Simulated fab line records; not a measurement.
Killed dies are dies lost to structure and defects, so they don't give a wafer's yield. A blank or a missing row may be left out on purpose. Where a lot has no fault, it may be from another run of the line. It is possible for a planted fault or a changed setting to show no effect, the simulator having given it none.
fab line records	flow n5_finfet
[record] lots = 24	wafers = 72	last_day = 17
route steps=1938 shown BEOL_M9@1434 BEOL_M10@1470
lots untouched by any fault: they come from a run of this same line in which no faults occurred
start_h: start of the lot's first displayed wafer, in hours after the record's first day	wait_h: how many hours have passed since the lot's step before this one	" the same as in the row above	L1.1+2: a single row standing in for several wafers	- no value, or no start was given	* or withheld: withheld	< > ~ a bound
route shown NAME@n: a module of which the file shows steps, and the number in the route of the first	usual: the fault-free wafers' mean and standard deviation	same: alike in all rows	chamber/n: place in a boat	sites: the reading at each site	_std_site: how widely they spread, as a standard deviation	_edge_site: inner sites' mean taken away from outer sites' mean	radius_mm: how far each site lies from the wafer's centre	mask NAME#n: copy n	behind: the most recent tool/chamber to have shaped the wafer	hold: cause of the lot's hold/its duration in hours/its outcome	device: which transistor (n, p or np) failed to switch	end of line: the same wafers' tests at the end of the route	a step without rows: its recipe alone	killed: the dies lost at the first sort to structure and to defects; this is not the yield of the wafer	map: the dies of a wafer, with x for killed, . for not killed, _ for no die there
set.NAME: the run value of the setting; set.NAME@STEP: its run value at that earlier step	model.NAME: the simulator's own value behind a step, which no gauge read
steps of the route over a sample of lots; a table a step, a row a wafer
services: the hour from which a tool's chamber was out of use, counted from the record's first day as start_h (under 0 if before that day), plus the number of hours and why
[[steps]]
[step N5_BEOL_M9_CD_MEAS_28]
[recipe] target_cd_nm = 70	landing_energy_ev = 500	detector = se_inlens	polarity = opening
[usual] cd_nm = 70.04/0.25
lot.wafer	tool	chamber	start_h	wait_h	cd_nm
L075.2	cd_sem-03	0	196.53	-	70.20
L075.4	"	0	"	"	70.27
L075.5	"	0	"	"	69.69
L074.1	cd_sem-02	0	212.18	-	70.24
L074.3	"	0	"	"	69.76
L074.5	"	0	"	"	70.04
L076.1	cd_sem-02	0	220.90	-	69.88
L076.2	"	0	"	"	69.84
L076.3	"	0	"	"	69.96
L078.1	cd_sem-03	0	231.94	-	70.04
L078.5	"	0	"	"	70.07
L078.6	"	0	"	"	70.27
L077.1	cd_sem-01	0	232.12	-	70.19
L077.2	"	0	"	"	70.02
L077.4	"	0	"	"	70.40
L079.2	cd_sem-02	0	247.65	-	70.26
L079.3	"	0	"	"	70.15
L079.5	"	0	"	"	70.04
L080.2	cd_sem-01	0	247.69	-	69.39
L080.3	"	0	"	"	69.73
L080.6	"	0	"	"	70.08
L081.1	cd_sem-01	0	250.03	-	70.16
L081.3	"	0	"	"	69.88
L081.6	"	0	"	"	70.07
L083.3	cd_sem-02	0	253.20	-	70.05
L083.4	"	0	"	"	70.28
L083.6	"	0	"	"	70.47
L082.1	cd_sem-03	0	258.65	-	70.37
L082.3	"	0	"	"	70.11
L082.6	"	0	"	"	70.43
L084.1	cd_sem-02	0	258.82	-	69.66
L084.5	"	0	"	"	69.77
L084.6	"	0	"	"	69.87
L086.1	cd_sem-02	0	283.01	-	70.18
L086.4	"	0	"	"	70.14
L086.5	"	0	"	"	70.69
L085.1	cd_sem-02	0	285.22	-	70.20
L085.4	"	0	"	"	69.74
L085.6	"	0	"	"	69.88
L087.1	cd_sem-01	0	287.26	-	69.72
L087.3	"	0	"	"	69.30
L087.5	"	0	"	"	70.20
L088.1	cd_sem-01	0	291.93	-	70.23
L088.2	"	0	"	"	69.86
L088.4	"	0	"	"	70.06
L090.1	cd_sem-02	0	297.85	-	69.68
L090.4	"	0	"	"	69.98
L090.6	"	0	"	"	69.65
L089.1	cd_sem-02	0	307.15	-	70.17
L089.3	"	0	"	"	70.19
L089.6	"	0	"	"	70.26
L091.4	cd_sem-01	0	310.92	-	70.08
L091.5	"	0	"	"	70.35
L091.6	"	0	"	"	70.38
L092.1	cd_sem-02	0	320.90	-	69.58
L092.2	"	0	"	"	69.87
L092.4	"	0	"	"	69.97
L094.4	cd_sem-03	0	325.54	-	69.81
L094.5	"	0	"	"	70.02
L094.6	"	0	"	"	69.94
L093.1	cd_sem-03	0	326.17	-	70.42
L093.4	"	0	"	"	70.29
L093.5	"	0	"	"	70.72
L095.1	cd_sem-01	0	334.07	-	70.08
L095.3	"	0	"	"	69.63
L095.6	"	0	"	"	69.89
L096.1	cd_sem-02	0	335.91	-	70.08
L096.5	"	0	"	"	69.67
L096.6	"	0	"	"	69.73
L097.1	cd_sem-02	0	337.03	-	70.21
L097.2	"	0	"	"	70.16
L097.6	"	0	"	"	70.21
[step N5_BEOL_M9_OVL_MEAS_29]
[recipe] points_per_wafer = 522
[usual] V8_OVL = 0.0/0.59
lot.wafer	tool	chamber	start_h	wait_h	V8_OVL[nm]
L075.2	overlay-01	0	196.57	0.0	1.3
L075.4	"	0	"	"	1.0
L075.5	"	0	"	"	1.0
L074.1	overlay-01	0	212.22	0.0	1.1
L074.3	"	0	"	"	0.4
L074.5	"	0	"	"	-0.6
L076.1	overlay-02	0	220.94	0.0	-1.0
L076.2	"	0	"	"	-0.3
L076.3	"	0	"	"	-0.2
L078.1	overlay-01	0	231.97	0.0	0.7
L078.5	"	0	"	"	0.5
L078.6	"	0	"	"	0.0
L077.1	overlay-02	0	232.15	0.0	-1.1
L077.2	"	0	"	"	-0.2
L077.4	"	0	"	"	-0.5
L079.2	overlay-02	0	247.68	0.0	-1.0
L079.3	"	0	"	"	-0.1
L079.5	"	0	"	"	0.1
L080.2	overlay-02	0	247.73	0.0	-0.6
L080.3	"	0	"	"	-0.2
L080.6	"	0	"	"	-1.5
L081.1	overlay-01	0	250.06	0.0	0.8
L081.3	"	0	"	"	0.9
L081.6	"	0	"	"	-0.7
L083.3	overlay-02	0	253.24	0.0	-0.2
L083.4	"	0	"	"	0.7
L083.6	"	0	"	"	0.6
L082.1	overlay-02	0	258.68	0.0	-0.6
L082.3	"	0	"	"	-0.3
L082.6	"	0	"	"	0.3
L084.1	overlay-02	0	258.85	0.0	-0.9
L084.5	"	0	"	"	-1.2
L084.6	"	0	"	"	-0.1
L086.1	overlay-02	0	283.04	0.0	0.2
L086.4	"	0	"	"	0.0
L086.5	"	0	"	"	-0.4
L085.1	overlay-02	0	285.26	0.0	0.0
L085.4	"	0	"	"	-0.5
L085.6	"	0	"	"	1.4
L087.1	overlay-02	0	287.29	0.0	0.1
L087.3	"	0	"	"	-0.6
L087.5	"	0	"	"	-0.2
L088.1	overlay-02	0	291.96	0.0	0.5
L088.2	"	0	"	"	0.0
L088.4	"	0	"	"	-1.2
L090.1	overlay-01	0	297.88	0.0	0.7
L090.4	"	0	"	"	-0.5
L090.6	"	0	"	"	-0.2
L089.1	overlay-02	0	307.18	0.0	0.9
L089.3	"	0	"	"	0.6
L089.6	"	0	"	"	-0.5
L091.4	overlay-02	0	310.97	0.0	0.1
L091.5	"	0	"	"	-1.1
L091.6	"	0	"	"	0.5
L092.1	overlay-01	0	320.93	0.0	0.9
L092.2	"	0	"	"	0.2
L092.4	"	0	"	"	-0.1
L094.4	overlay-02	0	325.59	0.0	0.4
L094.5	"	0	"	"	0.1
L094.6	"	0	"	"	0.5
L093.1	overlay-01	0	326.20	0.0	-1.2
L093.4	"	0	"	"	0.1
L093.5	"	0	"	"	-0.9
L095.1	overlay-01	0	334.10	0.0	1.2
L095.3	"	0	"	"	0.5
L095.6	"	0	"	"	0.2
L096.1	overlay-01	0	335.94	0.0	0.8
L096.5	"	0	"	"	0.1
L096.6	"	0	"	"	0.4
L097.1	overlay-02	0	337.06	0.0	-0.2
L097.2	"	0	"	"	-0.2
L097.6	"	0	"	"	0.8
[step N5_BEOL_M9_DESCUM_33]
[recipe] chemistry = O2	time_s = 7	source_power_w = 50	bias_power_w = 20	pressure_mtorr = 20	rf_frequency_hz = 2.712e+07	temp_c = 40	resist = CAR-EUV	o2_flow_sccm = 225
[usual] drypump_motor_current_A = 5.8/0.37	oes_product_au = 0.83/0.086	rf_vpp_V = 243.3/1.4	showerhead_plenum_p_Torr = 2.11/0.084	temp_c = 39.99/0.11	throttle_valve_pct = 20.37/0.2
lot.wafer	tool	chamber	start_h	wait_h	drypump_motor_current_A	oes_product_au	rf_hours_counter_h	rf_vpp_V	showerhead_plenum_p_Torr	temp_c	throttle_valve_pct
L075.2	rie_diel-06	0	196.65	0.0	5.6	0.75	180	243.9	2.09	39.76	20.55
L075.4	"	1	"	"	6.0	0.73	152	244.0	2.21	40.11	20.64
L075.5	"	3	"	"	6.5	0.72	-	244.0	2.18	39.87	20.72
L074.1	rie_diel-06	2	212.63	0.4	5.9	0.78	109	246.7	2.19	40.01	20.45
L074.3	"	1	"	"	6.0	0.73	156	244.4	2.21	39.98	20.64
L074.5	"	3	"	"	6.4	0.72	-	244.0	2.18	39.94	20.72
L076.1	rie_diel-06	2	221.03	0.0	5.9	0.77	111	245.6	2.19	39.99	20.46
L076.2	"	3	"	"	6.4	0.70	216	243.0	2.18	40.01	20.73
L076.3	"	1	"	"	6.0	0.73	159	242.8	2.20	40.12	20.64
L078.1	rie_diel-06	0	232.12	0.1	5.6	0.74	192	243.6	2.08	40.14	20.55
L078.5	"	0	"	"	5.6	0.74	-	242.5	2.08	40.03	20.53
L078.6	"	3	"	"	6.5	0.71	-	243.4	2.18	39.99	20.74
L077.1	rie_diel-01	0	232.44	0.2	5.1	0.87	50	241.7	2.02	39.90	20.29
L077.2	"	2	"	"	5.6	0.73	203	245.0	2.16	40.06	20.45
L077.4	"	2	"	"	5.6	0.73	-	244.7	2.16	39.99	20.47
L079.2	rie_diel-06	3	247.77	0.0	6.5	0.70	224	243.8	2.18	39.96	20.74
L079.3	"	1	"	"	6.0	0.71	167	244.2	2.20	39.91	20.66
L079.5	"	3	"	"	6.4	0.70	-	243.5	2.18	39.84	20.73
L080.2	rie_diel-01	0	248.13	0.3	5.1	0.85	56	243.0	2.01	39.86	20.29
L080.3	"	2	"	"	5.6	0.73	209	243.8	2.16	40.02	20.45
L080.6	"	3	"	"	6.2	0.80	-	244.8	2.20	39.93	20.37
L081.1	rie_diel-02	3	250.15	0.0	5.5	0.91	13	243.7	2.15	40.20	20.40
L081.3	"	0	"	"	5.6	0.70	245	241.7	1.98	40.11	20.32
L081.6	"	0	"	"	5.6	0.70	-	240.1	1.98	39.93	20.32
L083.3	rie_diel-02	1	253.32	0.0	6.4	0.89	44	243.6	2.03	39.98	20.12
L083.4	"	2	"	"	5.9	0.80	98	242.2	2.03	40.15	20.26
L083.6	"	0	"	"	5.6	0.69	-	241.0	1.98	40.09	20.32
L082.1	rie_diel-01	1	258.77	0.0	6.0	0.98	6	242.8	2.05	39.90	20.69
L082.3	"	0	"	"	5.1	0.85	58	242.8	2.01	40.08	20.30
L082.6	"	0	"	"	5.1	0.85	-	243.3	2.01	40.01	20.29
L084.1	rie_diel-02	2	258.94	0.0	5.9	0.80	99	242.8	2.03	39.87	20.27
L084.5	"	1	"	"	6.4	0.90	-	242.3	2.03	40.08	20.13
L084.6	"	0	"	"	5.6	0.69	-	240.8	1.98	40.16	20.33
L086.1	rie_diel-02	2	283.14	0.0	5.9	0.79	109	242.1	2.03	40.05	20.28
L086.4	"	2	"	"	5.9	0.80	-	241.3	2.03	40.25	20.28
L086.5	"	3	"	"	5.5	0.88	-	243.9	2.14	40.01	20.42
L085.1	rie_diel-02	2	285.35	0.0	6.0	0.80	109	242.2	2.03	40.08	20.30
L085.4	"	0	"	"	5.6	1.04	-	243.4	2.24	40.02	20.02
L085.6	"	2	"	"	6.0	0.80	-	242.6	2.03	39.90	20.28
L087.1	rie_diel-01	2	287.66	0.3	5.6	0.72	220	244.9	2.16	40.08	20.48
L087.3	"	3	"	"	6.2	0.79	89	243.5	2.20	39.91	20.39
L087.5	"	3	"	"	6.2	0.81	-	244.4	2.20	39.92	20.39
L088.1	rie_diel-02	2	292.05	0.0	5.9	0.79	112	240.9	2.03	39.91	20.26
L088.2	"	0	"	"	5.6	0.98	3	243.5	2.24	40.16	20.01
L088.4	"	1	"	"	6.4	0.89	53	241.6	2.02	40.00	20.15
L090.1	rie_diel-02	0	298.05	0.1	5.6	0.97	5	245.5	2.24	39.82	20.01
L090.4	"	1	"	"	6.4	0.88	54	241.1	2.02	40.05	20.14
L090.6	"	3	"	"	5.6	0.88	-	244.1	2.14	39.84	20.43
L089.1	rie_diel-02	3	307.27	0.0	5.6	0.87	32	243.5	2.14	40.01	20.44
L089.3	"	0	"	"	5.6	0.97	8	243.6	2.24	40.00	20.02
L089.6	"	0	"	"	5.6	0.96	-	246.5	2.24	40.11	20.01
L091.4	rie_diel-02	1	311.04	0.0	6.4	0.87	58	242.8	2.02	39.86	20.15
L091.5	"	2	"	"	5.9	0.78	-	243.7	2.03	39.93	20.29
L091.6	"	1	"	"	6.4	0.88	-	241.1	2.02	40.00	20.15
L092.1	rie_diel-01	2	321.03	0.0	5.7	0.71	229	244.2	2.15	40.03	20.49
L092.2	"	3	"	"	6.2	0.77	99	245.1	2.19	39.94	20.40
L092.4	"	0	"	"	5.1	0.82	78	241.4	2.01	39.87	20.33
L094.4	rie_diel-02	2	325.91	0.3	5.9	0.79	121	242.2	2.02	39.98	20.30
L094.5	"	0	"	"	5.6	0.95	-	245.6	2.24	40.00	20.03
L094.6	"	3	"	"	5.5	0.86	-	244.7	2.14	40.10	20.46
L093.1	rie_diel-02	1	326.33	0.1	6.4	0.87	62	243.3	2.02	39.85	20.16
L093.4	"	2	"	"	5.9	0.79	121	241.4	2.02	39.97	20.32
L093.5	"	1	"	"	6.4	0.87	-	241.8	2.02	40.03	20.15
L095.1	rie_diel-02	3	334.30	0.1	5.5	0.86	41	241.7	2.14	39.91	20.42
L095.3	"	2	"	"	5.9	0.78	124	242.6	2.02	39.98	20.31
L095.6	"	0	"	"	5.6	0.95	-	243.5	2.24	40.01	20.03
L096.1	rie_diel-02	2	336.03	0.0	5.9	0.77	125	243.2	2.02	39.93	20.31
L096.5	"	1	"	"	6.4	0.87	-	242.4	2.02	40.08	20.17
L096.6	"	0	"	"	5.6	0.95	-	245.7	2.23	40.09	20.05
L097.1	rie_diel-01	1	337.15	0.0	5.9	0.92	31	240.9	2.04	39.83	20.74
L097.2	"	3	"	"	6.2	0.78	104	243.7	2.19	39.93	20.42
L097.6	"	0	"	"	5.1	0.82	-	243.2	2.01	39.75	20.33
[step N5_BEOL_M9_SPUTTER_48]
[recipe] material = Cu	target_thk_a = 120	temp_c = -20	bias_v = 60	power_w = 26000	chamber_pressure_pa = 0.13	time_s = 2
[usual] substrate_temp_c = -19.98/0.1	throttle_valve_pct = 30.0/1
lot.wafer	tool	chamber	start_h	wait_h	substrate_temp_c	throttle_valve_pct
L075.2	pvd_sputter-02	-	198.28	0.1	-19.89	30.5
L075.4	"	-	"	"	-19.87	28.7
L075.5	"	-	"	"	-20.00	28.9
L074.1	pvd_sputter-02	-	216.47	0.1	-20.01	31.1
L074.3	"	-	"	"	-19.97	28.7
L074.5	"	-	"	"	-19.96	28.6
L076.1	pvd_sputter-02	-	223.00	0.3	-20.05	28.9
L076.2	"	-	"	"	-19.86	30.8
L076.3	"	-	"	"	-20.00	30.7
L078.1	pvd_sputter-02	-	234.44	0.1	-20.08	28.8
L078.5	"	-	"	"	-19.90	30.9
L078.6	"	-	"	"	-19.94	28.8
L077.1	pvd_sputter-03	-	234.60	0.1	-19.93	29.5
L077.2	"	-	"	"	-19.95	29.7
L077.4	"	-	"	"	-19.94	32.0
L079.2	pvd_sputter-03	-	249.84	0.1	-20.12	29.9
L079.3	"	-	"	"	-20.17	31.7
L079.5	"	-	"	"	-20.06	29.8
L080.2	pvd_sputter-03	-	249.92	0.2	-20.03	31.9
L080.3	"	-	"	"	-19.93	29.7
L080.6	"	-	"	"	-19.90	30.1
L081.1	pvd_sputter-02	-	252.22	0.2	-20.00	30.8
L081.3	"	-	"	"	-20.00	30.8
L081.6	"	-	"	"	-19.94	28.8
L083.3	pvd_sputter-02	-	255.17	0.1	-20.00	30.9
L083.4	"	-	"	"	-20.01	30.6
L083.6	"	-	"	"	-19.88	28.8
L082.1	pvd_sputter-03	-	260.54	0.1	-20.05	29.8
L082.3	"	-	"	"	-20.16	31.4
L082.6	"	-	"	"	-20.11	29.7
L084.1	pvd_sputter-03	-	260.94	0.2	-19.90	31.5
L084.5	"	-	"	"	-20.10	29.5
L084.6	"	-	"	"	-19.89	31.7
L086.1	pvd_sputter-02	-	286.18	0.1	-20.25	28.7
L086.4	"	-	"	"	-20.04	30.6
L086.5	"	-	"	"	-19.76	30.9
L085.1	pvd_sputter-02	-	287.04	0.1	-19.89	30.7
L085.4	"	-	"	"	-20.07	30.7
L085.6	"	-	"	"	-19.78	28.9
L087.1	pvd_sputter-02	-	289.74	0.1	-20.01	30.9
L087.3	"	-	"	"	-20.20	28.6
L087.5	"	-	"	"	-19.93	28.9
L088.1	pvd_sputter-03	-	293.98	0.1	-20.00	29.7
L088.2	"	-	"	"	-19.93	29.8
L088.4	"	-	"	"	-20.11	29.8
L090.1	pvd_sputter-02	-	300.08	0.1	-20.06	28.6
L090.4	"	-	"	"	-19.83	30.8
L090.6	"	-	"	"	-20.00	30.8
L089.1	pvd_sputter-02	-	309.76	0.1	-19.87	28.7
L089.3	"	-	"	"	-19.84	28.4
L089.6	"	-	"	"	-19.91	30.9
L091.4	pvd_sputter-02	-	312.86	0.1	-19.82	28.7
L091.5	"	-	"	"	-19.95	28.9
L091.6	"	-	"	"	-20.04	30.9
L092.1	pvd_sputter-02	-	323.06	0.1	-20.12	28.9
L092.2	"	-	"	"	-20.18	30.8
L092.4	"	-	"	"	-19.90	30.6
L094.4	pvd_sputter-03	-	328.09	0.0	-19.99	29.8
L094.5	"	-	"	"	-20.07	29.5
L094.6	"	-	"	"	-20.03	31.8
L093.1	pvd_sputter-03	-	328.17	0.1	-19.89	31.8
L093.4	"	-	"	"	-20.04	29.8
L093.5	"	-	"	"	-19.84	30.0
L095.1	pvd_sputter-01	-	336.37	0.2	-20.21	30.4
L095.3	"	-	"	"	-19.88	30.2
L095.6	"	-	"	"	-19.98	28.1
L096.1	pvd_sputter-03	-	337.93	0.1	-19.98	31.7
L096.5	"	-	"	"	-20.11	29.8
L096.6	"	-	"	"	-19.98	31.8
L097.1	pvd_sputter-03	-	341.49	0.1	-20.02	31.8
L097.2	"	-	"	"	-19.98	30.1
L097.6	"	-	"	"	-19.82	29.7
[step N5_BEOL_M9_DEP_56]
[recipe] material = SiCN	target_thk_a = 150	temp_c = withheld	precursor = 3MS/NH3	pressure_torr = 3	rf_w = 202	time_s = 26.5
[usual] showerhead_plenum_p_Torr = 3.664/0.0081	throttle_valve_pct = 9.3/0.45
lot.wafer	tool	chamber	start_h	wait_h	showerhead_plenum_p_Torr	throttle_valve_pct
L075.2	pecvd-04	1	199.17	0.0	3.655	9.8
L075.4	"	2	"	"	3.665	8.6
L075.5	"	1	"	"	3.659	9.6
L074.1	pecvd-04	2	217.45	0.0	3.669	8.5
L074.3	"	1	"	"	3.658	9.9
L074.5	"	0	"	"	3.653	9.4
L076.1	pecvd-03	0	224.10	0.0	3.675	9.3
L076.2	"	1	"	"	3.658	8.5
L076.3	"	0	"	"	3.685	9.2
L078.1	pecvd-04	0	235.89	0.0	3.659	9.6
L078.5	"	2	"	"	3.674	8.5
L078.6	"	1	"	"	3.665	9.8
L077.1	pecvd-04	2	236.16	0.0	3.667	8.8
L077.2	"	0	"	"	3.667	9.4
L077.4	"	2	"	"	3.670	8.7
L079.2	pecvd-02	2	250.73	0.0	3.661	9.2
L079.3	"	0	"	"	3.667	9.6
L079.5	"	0	"	"	3.666	9.2
L080.2	pecvd-03	2	250.90	0.0	3.669	8.7
L080.3	"	2	"	"	3.660	8.7
L080.6	"	2	"	"	3.659	8.8
L081.1	pecvd-02	2	253.11	0.0	3.666	9.2
L081.3	"	1	"	"	3.663	9.7
L081.6	"	2	"	"	3.663	9.3
L083.3	pecvd-02	2	256.42	0.0	3.664	9.0
L083.4	"	1	"	"	3.670	9.5
L083.6	"	0	"	"	3.664	9.4
L082.1	pecvd-04	2	261.97	0.0	3.663	8.6
L082.3	"	0	"	"	3.656	9.3
L082.6	"	1	"	"	3.650	9.8
L084.1	pecvd-04	2	262.71	0.0	3.670	9.0
L084.5	"	2	"	"	3.659	8.6
L084.6	"	0	"	"	3.663	9.2
L086.1	pecvd-03	1	287.11	0.0	3.659	8.8
L086.4	"	1	"	"	3.652	8.5
L086.5	"	2	"	"	3.666	8.5
L085.1	pecvd-02	2	287.94	0.0	3.657	9.3
L085.4	"	2	"	"	3.665	9.3
L085.6	"	0	"	"	3.657	9.9
L087.1	pecvd-04	0	290.62	0.0	3.666	9.5
L087.3	"	2	"	"	3.663	8.7
L087.5	"	0	"	"	3.662	9.3
L088.1	pecvd-02	2	294.86	0.0	3.670	9.0
L088.2	"	1	"	"	3.677	9.5
L088.4	"	1	"	"	3.667	10.2
L090.1	pecvd-04	0	301.61	0.0	3.664	9.0
L090.4	"	0	"	"	3.666	9.7
L090.6	"	1	"	"	3.660	10.1
L089.1	pecvd-03	0	311.06	0.0	3.690	9.3
L089.3	"	2	"	"	3.671	8.8
L089.6	"	2	"	"	3.668	8.8
L091.4	pecvd-02	2	313.76	0.0	3.659	9.0
L091.5	"	1	"	"	3.665	9.5
L091.6	"	0	"	"	3.666	9.6
L092.1	pecvd-03	2	323.95	0.0	3.659	9.0
L092.2	"	1	"	"	3.655	8.3
L092.4	"	2	"	"	3.666	9.0
L094.4	pecvd-02	0	329.35	0.0	3.670	9.3
L094.5	"	1	"	"	3.660	9.8
L094.6	"	2	"	"	3.670	9.3
L093.1	pecvd-02	1	329.53	0.0	3.670	9.6
L093.4	"	1	"	"	3.669	9.5
L093.5	"	2	"	"	3.667	9.0
L095.1	pecvd-04	1	337.30	0.0	3.666	10.0
L095.3	"	2	"	"	3.666	8.9
L095.6	"	1	"	"	3.657	9.9
L096.1	pecvd-04	2	338.89	0.0	3.661	9.0
L096.5	"	2	"	"	3.665	8.8
L096.6	"	1	"	"	3.664	9.9
L097.1	pecvd-04	0	342.56	0.0	3.666	9.6
L097.2	"	1	"	"	3.655	9.8
L097.6	"	1	"	"	3.654	9.7
[step N5_BEOL_M10_ILD_DEP_00]
[recipe] material = SiCOH_lowk	target_thk_a = 3085.1	temp_c = 300	precursor = DEMS/porogen	pressure_torr = 5	rf_w = 500	time_s = 58
[usual] heater_power_outer_w = 130/24	heater_power_w = 285/37	showerhead_plenum_p_Torr = 5.736/0.014	throttle_valve_pct = 14.1/0.7
lot.wafer	tool	chamber	start_h	wait_h	heater_power_outer_w	heater_power_w	showerhead_plenum_p_Torr	throttle_valve_pct
L075.2	pecvd-02	0	199.30	0.0	151	312	5.735	14.6
L075.4	"	1	"	"	116	276	5.741	14.7
L075.5	"	0	"	"	161	334	5.752	14.5
L074.1	pecvd-04	2	217.59	0.0	133	304	5.734	13.2
L074.3	"	0	"	"	114	294	5.736	14.4
L074.5	"	2	"	"	145	310	5.743	13.2
L076.1	pecvd-02	2	224.25	0.0	105	242	5.741	13.5
L076.2	"	0	"	"	131	297	5.732	14.4
L076.3	"	1	"	"	115	266	5.739	14.6
L078.1	pecvd-02	0	236.03	0.0	169	331	5.728	14.2
L078.5	"	2	"	"	65	190	5.757	13.9
L078.6	"	1	"	"	137	300	5.735	14.7
L077.1	pecvd-04	2	236.30	0.0	129	302	5.743	13.2
L077.2	"	0	"	"	144	336	5.742	14.5
L077.4	"	2	"	"	136	303	5.749	13.6
L079.2	pecvd-01	1	250.86	0.0	119	257	5.706	12.4
L079.3	"	0	"	"	187	342	5.755	14.6
L079.5	"	2	"	"	157	285	5.753	13.1
L080.2	pecvd-01	1	251.05	0.0	103	235	5.697	12.6
L080.3	"	0	"	"	196	361	5.754	14.2
L080.6	"	1	"	"	111	238	5.690	12.6
L081.1	pecvd-04	2	253.25	0.0	134	299	5.726	13.3
L081.3	"	1	"	"	133	284	5.728	15.1
L081.6	"	0	"	"	125	309	5.738	14.4
L083.3	pecvd-04	0	256.56	0.0	115	302	5.736	14.2
L083.4	"	0	"	"	126	301	5.733	14.5
L083.6	"	2	"	"	112	284	5.740	13.7
L082.1	pecvd-01	2	262.10	0.0	133	265	5.737	13.4
L082.3	"	0	"	"	154	312	5.747	14.1
L082.6	"	2	"	"	140	274	5.744	13.7
L084.1	pecvd-01	2	262.86	0.0	131	246	5.750	13.5
L084.5	"	2	"	"	131	266	5.733	13.2
L084.6	"	1	"	"	123	261	5.725	12.8
L086.1	pecvd-02	0	287.27	0.0	127	285	5.734	14.4
L086.4	"	0	"	"	138	291	5.738	14.3
L086.5	"	2	"	"	109	251	5.730	14.0
L085.1	pecvd-02	2	288.09	0.0	104	235	5.723	13.9
L085.4	"	0	"	"	170	333	5.749	14.6
L085.6	"	0	"	"	170	343	5.744	14.5
L087.1	pecvd-01	0	290.76	0.0	145	296	5.752	14.3
L087.3	"	1	"	"	107	242	5.714	13.1
L087.5	"	2	"	"	126	252	5.748	13.5
L088.1	pecvd-04	1	295.00	0.0	126	277	5.743	15.0
L088.2	"	2	"	"	119	283	5.739	13.5
L088.4	"	2	"	"	126	292	5.739	13.4
L090.1	pecvd-04	1	301.75	0.0	131	282	5.747	14.9
L090.4	"	1	"	"	133	284	5.732	14.9
L090.6	"	2	"	"	141	325	5.737	13.5
L089.1	pecvd-01	1	311.20	0.0	90	219	5.707	13.0
L089.3	"	0	"	"	168	340	5.748	14.4
L089.6	"	1	"	"	96	228	5.692	13.1
L091.4	pecvd-04	0	313.91	0.1	154	355	5.734	14.3
L091.5	"	2	"	"	139	313	5.733	13.5
L091.6	"	1	"	"	122	276	5.736	15.1
L092.1	pecvd-02	0	324.09	0.0	167	338	5.745	14.6
L092.2	"	2	"	"	114	245	5.745	14.2
L092.4	"	0	"	"	168	342	5.732	14.4
L094.4	pecvd-04	0	329.49	0.1	108	284	5.725	14.3
L094.5	"	1	"	"	105	248	5.732	14.9
L094.6	"	2	"	"	146	310	5.750	13.4
L093.1	pecvd-01	2	329.66	0.0	116	238	5.738	13.3
L093.4	"	0	"	"	182	348	5.748	14.4
L093.5	"	1	"	"	118	258	5.707	12.7
L095.1	pecvd-04	2	337.46	0.0	103	258	5.751	13.4
L095.3	"	1	"	"	118	271	5.739	15.0
L095.6	"	2	"	"	121	283	5.730	13.4
L096.1	pecvd-02	1	339.04	0.0	112	282	5.743	14.9
L096.5	"	0	"	"	148	313	5.726	14.4
L096.6	"	2	"	"	104	233	5.743	14.0
L097.1	pecvd-02	0	342.70	0.0	165	327	5.757	14.5
L097.2	"	1	"	"	148	317	5.745	14.7
L097.6	"	0	"	"	165	335	5.747	14.6
[[services]]
tool	chamber	start_h	hours	kind
pecvd-03	2	178.61	11.9	repair
rie_diel-01	1	186.73	2.2	repair
rie_diel-02	3	191.24	-	clean
rie_diel-02	3	191.24	-	consumable_replace:focus_ring
rie_diel-02	3	191.24	21.9	scheduled_down
rie_diel-02	3	191.24	21.9	vent_cycle
rie_diel-01	3	210.45	5.0	repair
pecvd-03	0	237.48	20.3	repair
rie_diel-06	0	241.54	35.5	repair
pecvd-02	-	243.66	2.5	repair
pecvd-02	-	250.95	1.2	repair
pecvd-04	1	262.03	9.9	repair
pecvd-04	0	262.91	2.1	scheduled_down
rie_diel-02	0	267.48	-	clean
rie_diel-02	0	267.48	-	consumable_replace:focus_ring
rie_diel-02	0	267.48	-	consumable_replace:showerhead
rie_diel-02	1	275.33	12.3	repair
pecvd-02	1	281.80	12.0	repair
rie_diel-01	-	291.01	0.8	repair
pecvd-03	-	295.25	1.3	repair
pecvd-02	-	304.43	2.8	pm
pecvd-04	-	306.98	1.1	repair
rie_diel-06	0	310.84	9.6	repair
pecvd-04	0	334.55	5.5	scheduled_down
[[key]]
fault none
